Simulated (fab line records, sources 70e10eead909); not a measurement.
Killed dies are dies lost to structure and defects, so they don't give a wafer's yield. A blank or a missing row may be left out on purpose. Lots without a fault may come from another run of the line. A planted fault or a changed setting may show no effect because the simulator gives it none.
Chamber matching | flow nand_harc | NHARC_A_CHANNEL_FILL_D2_ALD_25 on ald_hk-04: 4 sister chambers
The step deposits SiOx, target thk 60 nm, pulse time 10 s, ald cycles 600. 16 wafers are shown with their chamber, then 8 later ones without.

WAFERS WITH THEIR CHAMBER
wafer  | chamber | heater_power_w (W) | susceptor_temp_C (C) | precursor_pulse_height_rel
L076.4 | 0       | 515                | 300.35               | 1.003
L076.2 | 3       | 542                | 300.13               | 1.004
L076.5 | 0       | 515                | 299.97               | 1.040
L077.2 | 1       | 497                | 299.96               | 1.025
L077.3 | 0       | 522                | 299.95               | 0.975
L077.4 | 3       | 542                | 300.15               | 0.983
L077.6 | 0       | 513                | 299.86               | 1.009
L077.1 | 2       | 416                | 300.22               | 0.992
L077.5 | 1       | 483                | 299.65               | 0.998
L082.2 | 0       | 532                | 300.12               | 1.022
L082.4 | 2       | 416                | 300.11               | 1.015
L082.6 | 0       | 524                | 300.06               | 1.016
L084.2 | 1       | 501                | 300.17               | 1.008
L084.3 | 2       | 404                | 300.05               | 1.008
L084.6 | 1       | 487                | 300.30               | 0.973
L093.1 | 3       | 541                | 300.10               | 1.008

SIGNATURES (means of the wafers above)
reading                    | chamber 0 | chamber 1 | chamber 2 | chamber 3 | scatter within a chamber
heater_power_w             | 520.17    | 492.00    | 412.00    | 541.67    | 6.9
susceptor_temp_C           | 300.0517  | 300.0200  | 300.1267  | 300.1267  | 0.184
precursor_pulse_height_rel | 1.01083   | 1.00100   | 1.00500   | 0.99833   | 0.0192
Rule: a wafer's distance from a chamber is the root of the sum, over the readings, of the square of ((its reading less the chamber's mean) divided by the reading's scatter). The wafer belongs to the nearest chamber; if the next one is less than 2 further off, it can't be placed. The scatter: the root of (the sum of the squares of (reading less its chamber's mean) over the shown wafers, divided by (wafers less chambers)).

WAFERS WITHOUT THEIR CHAMBER
wafer  | heater_power_w (W) | susceptor_temp_C (C) | precursor_pulse_height_rel
L093.2 | 522                | 299.90               | 1.013
L093.3 | 426                | 299.63               | 0.948
L094.2 | 489                | 299.65               | 0.976
L094.4 | 406                | 299.84               | 1.020
L094.5 | 481                | 299.99               | 0.992
L097.1 | 495                | 299.87               | 0.995
L097.2 | 526                | 299.73               | 1.009
L097.6 | 491                | 300.12               | 1.013

WHICH CHAMBER EACH WENT THROUGH
wafer  | from the rows above     | in truth
L093.2 | 0                       | 0
L093.3 | 2                       | 2
L094.2 | 1                       | 1
L094.4 | 2                       | 2
L094.5 | 1                       | 1
L097.1 | 1                       | 1
L097.2 | can't be placed: 0 or 3 | 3
L097.6 | 1                       | 1
Placed correctly: 7 of 8. Can't be placed from these rows: 1 (the true chamber is among the candidates in 1). Placed wrongly: 0.
